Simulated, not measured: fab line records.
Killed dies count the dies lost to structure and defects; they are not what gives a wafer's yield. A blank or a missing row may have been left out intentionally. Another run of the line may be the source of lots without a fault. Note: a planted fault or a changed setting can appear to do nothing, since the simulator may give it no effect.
Which tool was responsible? ; flow n5-finfet ; Sampling: 9 lots, 27 wafers, 3 of 1938 route steps

## WHAT THE GAUGES SHOWED, per wafer
N5_BEOL_M4_INSPECT_59: inspects for defects (darkfield).
lot;measured;on;raw-defect-count
L523;day 7 23:07;defect-inspect-02;62 107 91
L524;day 8 14:23;defect-inspect-01;76 37 82
L525;day 8 17:52;defect-inspect-02;79 47 65
L533;day 11 06:44;defect-inspect-01;1158 1127 1210
L535;day 11 10:37;defect-inspect-01;1219 1150 1200
L541;day 12 13:55;defect-inspect-01;80 64 94
L542;day 12 18:06;defect-inspect-02;90 99 48
L545;day 13 15:38;defect-inspect-01;100 63 79
L544;day 13 21:51;defect-inspect-02;67 69 50

## WHAT TOOL EACH LOT RAN ON (gives the tool, then ch and the chambers of the sampled wafers, and finally the start)
lot;N5_BEOL_M4_ANNEAL_93;N5_BEOL_M4_DEP_57
L523;pvd-sputter-02, day 7 21:41;pecvd-03 ch 0,1,2, day 7 23:01
L524;pvd-sputter-02, day 8 12:56;pecvd-03 ch 0,1,2, day 8 14:17
L525;pvd-sputter-02, day 8 16:26;pecvd-02 ch 0,1, day 8 17:46
L533;pvd-sputter-03, day 11 05:11;pecvd-02 ch 0,1, day 11 06:38
L535;pvd-sputter-01, day 11 09:11;pecvd-02 ch 1,2, day 11 10:31
L541;pvd-sputter-01, day 12 12:13;pecvd-04 ch 0,1,2, day 12 13:49
L542;pvd-sputter-01, day 12 16:14;pecvd-04 ch 0,1, day 12 18:01
L545;pvd-sputter-02, day 13 14:10;pecvd-03 ch 0,1,2, day 13 15:33
L544;pvd-sputter-02, day 13 20:24;pecvd-03 ch 0,1,2, day 13 21:45
- N5_BEOL_M4_ANNEAL_93: time 240 s.
- N5_BEOL_M4_DEP_57: deposits SiCN from 3MS/NH3, target thk 8 nm, time 14 s.

## THE ANSWER, worked out from the rows above alone
Rule: usual is defined by the lots themselves. The widest of any qualifying gaps counts: lots, ordered by their means at a reading, are off when they make up no more than a third of the lots, leave a main group of 4 or more, and stand apart from it by 3 or more times the standard deviation of that group's means. A main group is skipped when, at the precision printed for the reading in the tables above, its means are all equal. A lot without any number at a reading at which 4 lots or more have one is off too. Any other lot the step has rows for is counted as sound.
Off, at N5_BEOL_M4_INSPECT_59 on raw-defect-count: L533, L535. For the main group the mean is 74 and the standard deviation 9.2.
If a tool, at a process step before that reading, ran all the lots that are off and no sound lot after the first of them, it fits. Those tools and the gauges at N5_BEOL_M4_INSPECT_59 are tried in the same way. One fits: pecvd-02 at N5_BEOL_M4_DEP_57. A fault onset in the window from L525 (day 8 17:46, its last sound lot) to L533 (day 11 06:38, its first lot off) fits.

## WHAT THE SIMULATOR HAD INSERTED
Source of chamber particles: pecvd-02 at N5_BEOL_M4_DEP_57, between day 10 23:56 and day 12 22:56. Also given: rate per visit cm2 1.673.
Shown lots that were struck: L533, L535. The same result came from the rule above.
